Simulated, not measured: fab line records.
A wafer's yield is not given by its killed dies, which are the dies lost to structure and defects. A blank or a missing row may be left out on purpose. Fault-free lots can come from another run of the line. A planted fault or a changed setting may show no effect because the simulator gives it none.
Chamber matching | flow nand-harc | NHARC_A_CHANNEL_FILL_D2_ETCHBACK_20 on rie-diel-08: 4 sister chambers
The step etches the open film in C4F8/O2/Ar, target depth 27 nm, time 13.5 s. 8 wafers are shown with their chamber, then 8 later ones without.

## WAFERS WITH THEIR CHAMBER
wafer  | chamber | rf-vpp-V (V) | oes-product-au (a.u.)
L077.1 | 3       | 980          | 0.989
L082.1 | 1       | 978          | 1.005
L082.3 | 0       | 984          | 0.986
L082.4 | 2       | 972          | 0.986
L083.2 | 1       | 977          | 0.946
L083.3 | 2       | 970          | 0.936
L083.4 | 3       | 981          | 0.950
L083.1 | 0       | 983          | 0.964

## WAFERS MISSING THEIR CHAMBER
wafer  | rf-vpp-V (V) | oes-product-au (a.u.)
L083.5 | 983          | 0.963
L083.6 | 979          | 0.953
L086.3 | 983          | 0.973
L086.5 | 977          | 0.980
L086.6 | 970          | 0.976
L091.1 | 980          | 0.992
L091.3 | 983          | 0.999
L091.5 | 979          | 0.981

## THE CHAMBER EACH PASSED THROUGH
wafer  | from the rows above     | in truth
L083.5 | 0                       | 0
L083.6 | can't be placed: 3 or 1 | 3
L086.3 | 0                       | 0
L086.5 | 1                       | 1
L086.6 | 2                       | 2
L091.1 | can't be placed: 3 or 1 | 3
L091.3 | can't be placed: 0 or 3 | 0
L091.5 | can't be placed: 1 or 3 | 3
Correct placement for 4 of the 8. Cannot be placed on the basis of these rows: 4; the candidates contain the true chamber in 4. 0 placed wrongly.
How it was worked out, from the rows above alone: a wafer's distance from a chamber is the root of the sum, over the readings, of the square of ((its reading less the chamber's mean) divided by the reading's scatter). The wafer belongs to the nearest chamber; if the next one is less than 2 further off, it can't be placed. For every chamber, the mean is computed from those of its wafers that are shown. The scatter: take each reading less its chamber's mean, square it, sum over the shown wafers, divide by the number of wafers less the number of chambers, and take the root.
